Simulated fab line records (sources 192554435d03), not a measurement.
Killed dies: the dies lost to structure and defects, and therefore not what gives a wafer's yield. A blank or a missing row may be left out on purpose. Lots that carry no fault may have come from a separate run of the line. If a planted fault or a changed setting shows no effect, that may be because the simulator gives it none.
What tool caused it?    flow n5 finfet    6 lots, 18 wafers sampled, at 1 step of a route of 1938

== WHAT EACH GAUGE READ, for each wafer ==
N5_BEOL_M6_OVL_MEAS_12.
lot   measured      on          M6_OVL (nm)
L310  day 11 16:40  overlay-01  0.9 0.8 0.4
L318  day 12 15:47  overlay-02  -0.7 1.1 1.0
L320  day 13 16:30  overlay-02  -0.1 0.4 1.1
L323  day 14 14:55  overlay-01  0.3 0.2 -0.3
L330  day 16 12:50  overlay-01  -0.5 -0.3 -0.6
L328  day 16 22:37  overlay-01  1.1 -0.8 0.6

== WHAT TOOL EACH LOT RAN ON (gives the tool, then ch and the chambers of the sampled wafers, and finally the start) ==
The record holds no process step before these readings.

== THE ANSWER, worked out from the rows above alone ==
Rule: the usual values come from the lots themselves. Put in order of their means at a reading, lots are off if they are a third of the lots or fewer, leave a main group of 4 or more, and stand apart from it by a gap of 3 or more times the standard deviation of the main group's means; of several such gaps the widest counts. Not used: any main group whose means are identical at the precision the tables above print for the reading. Also off: a lot with no number at a reading for which 4 or more lots have one. Any other lot the step has rows for is counted as sound.
Across all readings shown, no lot is off: no conclusion can be drawn from this.

== WHAT THE SIMULATOR PUT IN ==
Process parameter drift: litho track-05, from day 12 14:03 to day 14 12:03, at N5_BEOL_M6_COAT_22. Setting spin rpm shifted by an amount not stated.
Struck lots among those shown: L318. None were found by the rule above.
